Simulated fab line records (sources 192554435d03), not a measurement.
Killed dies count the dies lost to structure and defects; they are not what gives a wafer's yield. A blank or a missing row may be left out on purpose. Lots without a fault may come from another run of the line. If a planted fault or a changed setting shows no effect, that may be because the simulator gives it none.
Split-lot trial / flow n5-finfet / 21 wafers read across 7 lots, on a route 1938 steps long

SPLIT DETAILS
At N5_MOL_CONTACT_COAG_ETCH_91 (etches SOC in N2/H2, target depth 60 nm, overetch 21 nm, time 101.2 s), the setting source-w was moved away from the recipe's 840 W on 7 of the 21 wafers read, by -9.0% to +16.8%. This setting was run at the recipe's value on the other wafers.

The split's own step is where the reading is taken.

THE READING
rf-vpp-V, in V, at N5_MOL_CONTACT_COAG_ETCH_91 (etches SOC in N2/H2, target depth 60 nm, overetch 21 nm, time 101.2 s). Fault-free wafers of this fab line usually give 523.5 V, standard deviation 2.1 V.

wafer=L075.1; tool, chamber at the split=rie-diel-06, 0; source-w as run, W=840; against the recipe=recipe; rf-vpp-V, V=527.4; against lot-mates on the recipe=-
wafer=L075.4; tool, chamber at the split=rie-diel-06, 2; source-w as run, W=944.7; against the recipe=+12.5%; rf-vpp-V, V=503.5; against lot-mates on the recipe=-22.3
wafer=L075.6; tool, chamber at the split=rie-diel-06, 1; source-w as run, W=840; against the recipe=recipe; rf-vpp-V, V=524.2; against lot-mates on the recipe=-
wafer=L079.1; tool, chamber at the split=rie-diel-01, 2; source-w as run, W=840; against the recipe=recipe; rf-vpp-V, V=521.6; against lot-mates on the recipe=-
wafer=L079.2; tool, chamber at the split=rie-diel-01, 0; source-w as run, W=840; against the recipe=recipe; rf-vpp-V, V=523.3; against lot-mates on the recipe=-
wafer=L079.5; tool, chamber at the split=rie-diel-01, 1; source-w as run, W=793.3; against the recipe=-5.6%; rf-vpp-V, V=533.3; against lot-mates on the recipe=+10.8
wafer=L084.3; tool, chamber at the split=rie-diel-02, 2; source-w as run, W=840; against the recipe=recipe; rf-vpp-V, V=523.7; against lot-mates on the recipe=-
wafer=L084.4; tool, chamber at the split=rie-diel-02, 3; source-w as run, W=840; against the recipe=recipe; rf-vpp-V, V=525.3; against lot-mates on the recipe=-
wafer=L084.6; tool, chamber at the split=rie-diel-02, 1; source-w as run, W=840; against the recipe=recipe; rf-vpp-V, V=522.5; against lot-mates on the recipe=-
wafer=L086.2; tool, chamber at the split=rie-diel-01, 2; source-w as run, W=840; against the recipe=recipe; rf-vpp-V, V=523.1; against lot-mates on the recipe=-
wafer=L086.3; tool, chamber at the split=rie-diel-01, 3; source-w as run, W=765.7; against the recipe=-8.8%; rf-vpp-V, V=539.8; against lot-mates on the recipe=+17.1
wafer=L086.5; tool, chamber at the split=rie-diel-01, 2; source-w as run, W=840; against the recipe=recipe; rf-vpp-V, V=522.2; against lot-mates on the recipe=-
wafer=L085.2; tool, chamber at the split=rie-diel-01, 1; source-w as run, W=981.1; against the recipe=+16.8%; rf-vpp-V, V=496.7; against lot-mates on the recipe=-25.8
wafer=L085.5; tool, chamber at the split=rie-diel-01, 3; source-w as run, W=840; against the recipe=recipe; rf-vpp-V, V=522.5; against lot-mates on the recipe=-
wafer=L085.6; tool, chamber at the split=rie-diel-01, 1; source-w as run, W=981.1; against the recipe=+16.8%; rf-vpp-V, V=496.7; against lot-mates on the recipe=-25.8
wafer=L088.2; tool, chamber at the split=rie-diel-01, 0; source-w as run, W=764.2; against the recipe=-9.0%; rf-vpp-V, V=538.2; against lot-mates on the recipe=+16.0
wafer=L088.3; tool, chamber at the split=rie-diel-01, 1; source-w as run, W=840; against the recipe=recipe; rf-vpp-V, V=522.2; against lot-mates on the recipe=-
wafer=L088.4; tool, chamber at the split=rie-diel-01, 3; source-w as run, W=764.2; against the recipe=-9.0%; rf-vpp-V, V=539.3; against lot-mates on the recipe=+17.1
wafer=L090.2; tool, chamber at the split=rie-diel-01, 0; source-w as run, W=840; against the recipe=recipe; rf-vpp-V, V=522.7; against lot-mates on the recipe=-
wafer=L090.4; tool, chamber at the split=rie-diel-01, 1; source-w as run, W=840; against the recipe=recipe; rf-vpp-V, V=523.5; against lot-mates on the recipe=-
wafer=L090.6; tool, chamber at the split=rie-diel-01, 3; source-w as run, W=840; against the recipe=recipe; rf-vpp-V, V=522.4; against lot-mates on the recipe=-

FIT RESULTS
A straight line over all 21 wafers: rf-vpp-V changes by -1.64 V for each +1% of source-w; r = -0.99; the points scatter about the line by 1.4 V.
The same after taking each lot's own level away (the mean of its wafers on the recipe; 21 wafers): -1.68 V for each +1%; r = -0.99; scatter 1.3 V.
Per that fit: largest source-w move, reading shift of 28 V.
Across the lots, their own levels run from 522.20 to 525.80 V, a range of 1.7 times the standard deviation given above.
Hence the lot-to-lot level has little effect on the slope; both slopes agree.
Check: with one of the wafers moved furthest among these (+16.8%) left out of the fit, the line predicts -28.5 V for it against its lot-mates. It came out at -25.8 V against them.
Tool readings at the split's step, against how far the setting was moved: rf-vpp-V r = -0.99.

OTHER SPLITS APPLIED TO THESE WAFERS
These wafers also went through other splits before the reading. Each is held against what the fit with the lots' levels taken away leaves over:
other split on the same wafers=N5_HKMG_FIN_EXPOSE_46 dose-mj; wafers away from the commonest value=4; r with rf-vpp-V (lot level and that fit taken away)=-0.22
other split on the same wafers=N5_GATE_CUT_COAT_27 spin-rpm; wafers away from the commonest value=5; r with rf-vpp-V (lot level and that fit taken away)=+0.26
other split on the same wafers=N5_GATE_CUT_EXPOSE_10 dose-mj; wafers away from the commonest value=8; r with rf-vpp-V (lot level and that fit taken away)=+0.01

THE WHOLE CHAIN: every reading that the file lists as answering this split, in the file's order
step=N5_MOL_CONTACT_COAG_ETCH_91; what it does=etches SOC in N2/H2, target depth 60 nm, overetch 21 nm, time 101.2 s; reading=rf-vpp-V; change (the file's fit)=-1.71 V for each +1% of the setting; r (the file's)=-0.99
step=N5_MOL_CONTACT_COAG_ETCH_91; what it does=etches SOC in N2/H2, target depth 60 nm, overetch 21 nm, time 101.2 s; reading=SiARC_of_MOL_CONTACT_COAG_COAT_76.thk-nm (the simulator's own value, which no gauge read); change (the file's fit)=-0.0214 nm for each +1% of the setting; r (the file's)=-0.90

FILE'S OWN FIT
rf-vpp-V changes by -1.71 V for each +1% of source-w, r = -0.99.
